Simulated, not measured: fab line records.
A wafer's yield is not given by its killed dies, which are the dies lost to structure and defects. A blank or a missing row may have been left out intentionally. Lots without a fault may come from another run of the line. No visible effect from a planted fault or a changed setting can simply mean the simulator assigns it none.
Split-lot trial || flow n5 finfet || 21 wafers read from 7 lots, route of 1938 steps

== THE SPLIT ITSELF ==
At N5_BEOL_M7_DESCUM_33 (chemistry O2, time 7 s), the setting time s was moved away from the recipe's 7 s on 7 of the 21 wafers read, by -21.5% to -9.1%. For the rest of the wafers, this setting stayed at what the recipe calls for.

Split to reading: the file shows no intervening step.

== THE READING ==
CAR-EUV_of_BEOL_M7_COAT_22.thk nm (the simulator's own value, which no gauge read), in nm, at N5_BEOL_M7_ETCH_72 (etches underlayer in N2/H2, target depth 6.5 nm, time 5.2 s). There is no usual value for it anywhere in the file. Average 20.3 nm, standard deviation 0.09 nm, over the 14 wafers here run with the recipe.

{"wafer": "L074.1", "tool, chamber at the split": "rie diel-02, 2", "time s as run, s": 5.495, "against the recipe": "-21.5%", "CAR-EUV_of_BEOL_M7_COAT_22.thk nm, nm": 21.2, "against lot-mates on the recipe": "+0.8"}
{"wafer": "L074.5", "tool, chamber at the split": "rie diel-02, 0", "time s as run, s": 5.495, "against the recipe": "-21.5%", "CAR-EUV_of_BEOL_M7_COAT_22.thk nm, nm": 21.2, "against lot-mates on the recipe": "+0.8"}
{"wafer": "L074.4", "tool, chamber at the split": "rie diel-02, 0", "time s as run, s": 7, "against the recipe": "recipe", "CAR-EUV_of_BEOL_M7_COAT_22.thk nm, nm": 20.4, "against lot-mates on the recipe": "-"}
{"wafer": "L076.1", "tool, chamber at the split": "rie diel-04, 3,0", "time s as run, s": 7, "against the recipe": "recipe", "CAR-EUV_of_BEOL_M7_COAT_22.thk nm, nm": 20.4, "against lot-mates on the recipe": "-"}
{"wafer": "L076.2", "tool, chamber at the split": "rie diel-04, 1", "time s as run, s": 7, "against the recipe": "recipe", "CAR-EUV_of_BEOL_M7_COAT_22.thk nm, nm": 20.4, "against lot-mates on the recipe": "-"}
{"wafer": "L076.3", "tool, chamber at the split": "rie diel-04, 3,0", "time s as run, s": 7, "against the recipe": "recipe", "CAR-EUV_of_BEOL_M7_COAT_22.thk nm, nm": 20.4, "against lot-mates on the recipe": "-"}
{"wafer": "L077.1", "tool, chamber at the split": "rie diel-02, 0,2", "time s as run, s": 7, "against the recipe": "recipe", "CAR-EUV_of_BEOL_M7_COAT_22.thk nm, nm": 20.4, "against lot-mates on the recipe": "-"}
{"wafer": "L077.6", "tool, chamber at the split": "rie diel-02, 3", "time s as run, s": 7, "against the recipe": "recipe", "CAR-EUV_of_BEOL_M7_COAT_22.thk nm, nm": 20.4, "against lot-mates on the recipe": "-"}
{"wafer": "L077.3", "tool, chamber at the split": "rie diel-02, 0,2", "time s as run, s": 7, "against the recipe": "recipe", "CAR-EUV_of_BEOL_M7_COAT_22.thk nm, nm": 20.2, "against lot-mates on the recipe": "-"}
{"wafer": "L078.2", "tool, chamber at the split": "rie diel-02, 1", "time s as run, s": 7, "against the recipe": "recipe", "CAR-EUV_of_BEOL_M7_COAT_22.thk nm, nm": 20.2, "against lot-mates on the recipe": "-"}
{"wafer": "L078.3", "tool, chamber at the split": "rie diel-02, 3,0", "time s as run, s": 6.143, "against the recipe": "-12.2%", "CAR-EUV_of_BEOL_M7_COAT_22.thk nm, nm": 20.8, "against lot-mates on the recipe": "+0.6"}
{"wafer": "L078.6", "tool, chamber at the split": "rie diel-02, 3,0", "time s as run, s": 6.143, "against the recipe": "-12.2%", "CAR-EUV_of_BEOL_M7_COAT_22.thk nm, nm": 20.8, "against lot-mates on the recipe": "+0.6"}
{"wafer": "L081.1", "tool, chamber at the split": "rie diel-05, 1", "time s as run, s": 6.361, "against the recipe": "-9.1%", "CAR-EUV_of_BEOL_M7_COAT_22.thk nm, nm": 20.6, "against lot-mates on the recipe": "+0.4"}
{"wafer": "L081.3", "tool, chamber at the split": "rie diel-05, 3,2", "time s as run, s": 7, "against the recipe": "recipe", "CAR-EUV_of_BEOL_M7_COAT_22.thk nm, nm": 20.2, "against lot-mates on the recipe": "-"}
{"wafer": "L081.4", "tool, chamber at the split": "rie diel-05, 3,2", "time s as run, s": 7, "against the recipe": "recipe", "CAR-EUV_of_BEOL_M7_COAT_22.thk nm, nm": 20.2, "against lot-mates on the recipe": "-"}
{"wafer": "L085.1", "tool, chamber at the split": "rie diel-05, 0", "time s as run, s": 7, "against the recipe": "recipe", "CAR-EUV_of_BEOL_M7_COAT_22.thk nm, nm": 20.4, "against lot-mates on the recipe": "-"}
{"wafer": "L085.5", "tool, chamber at the split": "rie diel-05, 2", "time s as run, s": 7, "against the recipe": "recipe", "CAR-EUV_of_BEOL_M7_COAT_22.thk nm, nm": 20.4, "against lot-mates on the recipe": "-"}
{"wafer": "L085.4", "tool, chamber at the split": "rie diel-05, 2", "time s as run, s": 5.88, "against the recipe": "-16.0%", "CAR-EUV_of_BEOL_M7_COAT_22.thk nm, nm": 21, "against lot-mates on the recipe": "+0.6"}
{"wafer": "L088.1", "tool, chamber at the split": "rie diel-05, 1", "time s as run, s": 6.282, "against the recipe": "-10.3%", "CAR-EUV_of_BEOL_M7_COAT_22.thk nm, nm": 20.6, "against lot-mates on the recipe": "+0.2"}
{"wafer": "L088.2", "tool, chamber at the split": "rie diel-05, 0", "time s as run, s": 7, "against the recipe": "recipe", "CAR-EUV_of_BEOL_M7_COAT_22.thk nm, nm": 20.4, "against lot-mates on the recipe": "-"}
{"wafer": "L088.3", "tool, chamber at the split": "rie diel-05, 2", "time s as run, s": 7, "against the recipe": "recipe", "CAR-EUV_of_BEOL_M7_COAT_22.thk nm, nm": 20.4, "against lot-mates on the recipe": "-"}
Where a row lists several chambers, the file gives one row for several wafers and doesn't say which wafer went through which chamber.

FIT RESULTS
A straight line over all 21 wafers: CAR-EUV_of_BEOL_M7_COAT_22.thk nm changes by -0.0386 nm for each +1% of time s; r = -0.96; the points scatter about the line by 0.087 nm.
The same after taking each lot's own level away (the mean of its wafers on the recipe; 21 wafers): -0.0385 nm for each +1%; r = -0.97; scatter 0.073 nm.
That fit puts the effect of the largest move of time s on the reading at 0.83 nm.
Measured against the standard deviation above, the lots' own levels, which go from 20.20 to 20.40 nm, span 2.2 times it.
The two slopes are in agreement: the lot-to-lot level therefore moves the slope only a little.
Check: with one of the wafers moved furthest among these (-21.5%) left out of the fit, the line predicts +0.84 nm for it against its lot-mates. It came out at +0.8 nm against them.

== OTHER SPLITS APPLIED TO THESE WAFERS ==
Other splits were also applied to these wafers ahead of the reading. Each is held against what the fit with the lots' levels taken away leaves over:
{"other split on the same wafers": "N5_BEOL_M5_ETCH_72 source w", "wafers away from the commonest value": 5, "r with CAR-EUV_of_BEOL_M7_COAT_22.thk nm (lot level and that fit taken away)": "+0.19"}
{"other split on the same wafers": "N5_BEOL_M5_COAT_74 spin rpm", "wafers away from the commonest value": 8, "r with CAR-EUV_of_BEOL_M7_COAT_22.thk nm (lot level and that fit taken away)": "+0.01"}
{"other split on the same wafers": "N5_BEOL_M5_ETCH_68 time s", "wafers away from the commonest value": 7, "r with CAR-EUV_of_BEOL_M7_COAT_22.thk nm (lot level and that fit taken away)": "+0.20"}
{"other split on the same wafers": "N5_BEOL_M5_ETCH_41 source w", "wafers away from the commonest value": 6, "r with CAR-EUV_of_BEOL_M7_COAT_22.thk nm (lot level and that fit taken away)": "+0.47"}
{"other split on the same wafers": "N5_BEOL_M6_ETCH_62 time s", "wafers away from the commonest value": 8, "r with CAR-EUV_of_BEOL_M7_COAT_22.thk nm (lot level and that fit taken away)": "+0.02"}
{"other split on the same wafers": "N5_BEOL_M6_COAT_22 spin rpm", "wafers away from the commonest value": 11, "r with CAR-EUV_of_BEOL_M7_COAT_22.thk nm (lot level and that fit taken away)": -0.07}

== THE WHOLE CHAIN: every reading that the file lists as answering this split, in the file's order ==
{"step": "N5_BEOL_M7_DESCUM_33", "what it does": "chemistry O2, time 7 s", "reading": "CAR-EUV_of_BEOL_M7_COAT_22.thk nm (the simulator's own value, which no gauge read)", "change (the file's fit)": "-0.0422 nm for each +1% of the setting", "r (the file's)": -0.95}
{"step": "N5_BEOL_M7_ETCH_72", "what it does": "etches underlayer in N2/H2, target depth 6.5 nm, time 5.2 s", "reading": "CAR-EUV_of_BEOL_M7_COAT_22.thk nm (the simulator's own value, which no gauge read)", "change (the file's fit)": "-0.0377 nm for each +1% of the setting", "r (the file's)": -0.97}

== THE FILE'S OWN FIT ==
CAR-EUV_of_BEOL_M7_COAT_22.thk nm changes by -0.0377 nm for each +1% of time s, r = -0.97.
